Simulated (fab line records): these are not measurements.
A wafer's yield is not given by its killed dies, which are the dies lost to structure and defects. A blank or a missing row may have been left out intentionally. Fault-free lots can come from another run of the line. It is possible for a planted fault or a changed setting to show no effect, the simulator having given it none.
A struck lot beside a sound one + flow n5 finfet + 26 steps out of a route of 1938
Sound: the wafers L943.1, L943.3, L943.5. Wafers struck: L954.2, L954.4, L954.5. Last of all comes the cause.
Order at every step that has rows: each side's tool, ch and its chambers, its first start. Under that, the readings that differ: sound wafers + struck wafers + difference of the means + sigmas: that difference in standard deviations of wafers without a fault.
alike: readings with means less than 2 such deviations apart, plus words and numbers identical on both sides. not compared: withheld readings, readings lacking a value on some wafer, bounds such as >300 that could conceal the same value, and numbers that have no deviation in the record and whose values overlap.
A row with sigmas, a row that says differs or no value, or rows on one side alone: a step with any of these is where the two part. Numbers that don't overlap but have no deviation are shown without sigmas and don't part them. A reading that every wafer of one side lacks parts them only if that side has two wafers or more.

first, 9 steps without rows for these wafers: N5_BEOL_M4_ILD_DEP_00 (deposits SiOC from DEMS/O2, target thk 79 nm, time 15.3 s); N5_BEOL_M4_PECVD_72 (deposits SiO2 from TEOS/O2, target thk 16 nm, time 18 s); N5_BEOL_M4_HM_DEP_02 (deposits TiN, target thk 20 nm); N5_BEOL_M4_COAT_61 (time 60 s, resist thk 60 nm); N5_BEOL_M4_COAT_62 (time 60 s, resist thk 12 nm); N5_BEOL_M4_COAT_73 (time 60 s, resist thk 5 nm); N5_BEOL_M4_COAT_05 (resist thk 30 nm); N5_BEOL_M4_EBR_07; N5_BEOL_M4_SOFTBAKE_06 (time 60 s).
N5_BEOL_M4_EXPOSE_08: exposes mask M4.
  sound on euv scanner-02 ch 0, day 7 17:21; struck on euv scanner-02 ch 0, day 10 04:19
| reading              | sound             | struck            | difference | sigmas |
|----------------------|-------------------|-------------------|------------|--------|
| exposure dose mJ cm2 | 41.19 41.14 41.15 | 34.25 34.20 34.27 | -6.92      | -31    |
  alike: mask, focus offset nm
then, 2 steps without rows for these wafers: N5_BEOL_M4_PEB_09 (peb time 60 s); N5_BEOL_M4_DEVELOP_10 (develop time 30 s).
N5_BEOL_M4_CD_MEAS_11 targets a cd of 16.79 nm.
  sound on cd sem-03 ch 0, day 7 17:29; struck on cd sem-01 ch 0, day 10 04:26
| reading    | sound             | struck            | difference | sigmas |
|------------|-------------------|-------------------|------------|--------|
| cd nm (nm) | 16.63 16.56 16.87 | 12.52 12.96 12.80 | -3.93      | -14    |
then, 1 step without rows for these wafers: N5_BEOL_M4_DESCUM_16 (chemistry O2, time 7 s).
N5_BEOL_M4_ETCH_74: etches underlayer in N2/H2, target depth 6.5 nm, time 5.2 s.
  sound on rie diel-01 ch 0,1,3, day 7 17:38; struck on rie diel-01 ch 1,3, day 10 04:35
| reading                         | sound    | struck       | difference | sigmas |
|---------------------------------|----------|--------------|------------|--------|
| model.BEOL_M4.cd offset nm (nm) | 0 0 -0.2 | -4 -4.2 -4.2 | -4         |        |
  alike: chamber pressure mTorr, drypump motor current A, etch rf on time s, oes product au, rf vpp V, showerhead plenum p Torr, throttle valve pct
  not compared: rf hours counter h
then, 5 steps without rows for these wafers: N5_BEOL_M4_ETCH_63 (etches SiARC in CF4, target depth 15.6 nm, time 26 s); N5_BEOL_M4_ETCH_64 (etches SOC in N2/H2, target depth 75 nm, overetch 22.5 nm, time 121.9 s); N5_BEOL_M4_STRIP_65 (strips in N2/H2); N5_BEOL_M4_STRIP_75 (strips in N2/H2); N5_BEOL_M4_STRIP_66 (strips in CF4).
N5_BEOL_M4_HM_OPEN_17: chemistry Cl2/BCl3, target TiN, target depth 20 nm, overetch 6 nm.
  sound on rie metal-02 ch 0,1, day 7 17:52; struck on rie metal-03 ch 0, day 10 04:49
| reading                         | sound             | struck            | difference | sigmas |
|---------------------------------|-------------------|-------------------|------------|--------|
| throttle valve pct (%)          | 22.14 22.39 22.36 | 21.94 21.93 21.94 | -0.36      | -3     |
| model.BEOL_M4.cd offset nm (nm) | -0.2 0.4 0        | -3.8 -4 -4.2      | -4.1       |        |
  alike: chamber pressure mTorr, drypump motor current A, oes product au
  not compared: rf hours counter h
then, 1 step without rows for these wafers: N5_BEOL_M4_STRIP_19 (strips in O2).
N5_BEOL_M4_CD_MEAS_18: pitch 36 nm, target cd 18 nm.
  sound: cd sem-01 at day 7 18:02; struck: cd sem-02 at day 10 04:59
| reading    | sound          | struck         | difference | sigmas |
|------------|----------------|----------------|------------|--------|
| cd nm (nm) | 18.0 18.7 17.7 | 14.1 13.9 13.8 | -4.2       | -12    |
then, 1 step without rows for these wafers: N5_BEOL_M4_COAT_67 (time 60 s, resist thk 60 nm).
N5_BEOL_M4_RC_MEAS_101:
  the record has rows for the sound wafers here (prober-01 ch 0, day 8 02:25) and none for the struck ones
-- a jump in the record: the struck wafers' starts before and after are 4 days apart (it breaks off in module BEOL_M4 and resumes in module PASSIVATION, where the first step shown is number 1936 of the route) --
N5_PASSIVATION_PROBE_49:
  sound: prober-01 at day 11 19:47; struck: prober-01 at day 14 07:39
| reading                  | sound          | struck         | difference | sigmas      |
|--------------------------|----------------|----------------|------------|-------------|
| defect limited yield (%) | 91.9 91.4 93.2 | 0 0 0          | -92        | -66         |
| killed_at_M4_up          | 10 11 5        | 1077 1081 1086 | +1073      | +99 or more |
| killed dies              | 96 101 80      | 1180 1180 1180 | +1088      | +64         |
| killed on rim            | 16 16 10       | 152 152 152    | +138       | +36         |
| sort n pass              | 1084 1079 1100 | 0 0 0          | -1088      | -64         |
  alike: killed_at_M0_to_M3, killed at contacts, killed at front end, killed at other, killed open, killed short, sort_bin_5_function, sort_bin_6_memory
  not compared: sort_bin_8_speed

## WHERE THEY PART
First at N5_BEOL_M4_EXPOSE_08; last, within this record, at N5_PASSIVATION_PROBE_49.

WHY: what had been put in by the simulator
Process parameters drifting: euv scanner-02 at N5_BEOL_M4_EXPOSE_08, beginning at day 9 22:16. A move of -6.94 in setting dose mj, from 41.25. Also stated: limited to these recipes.
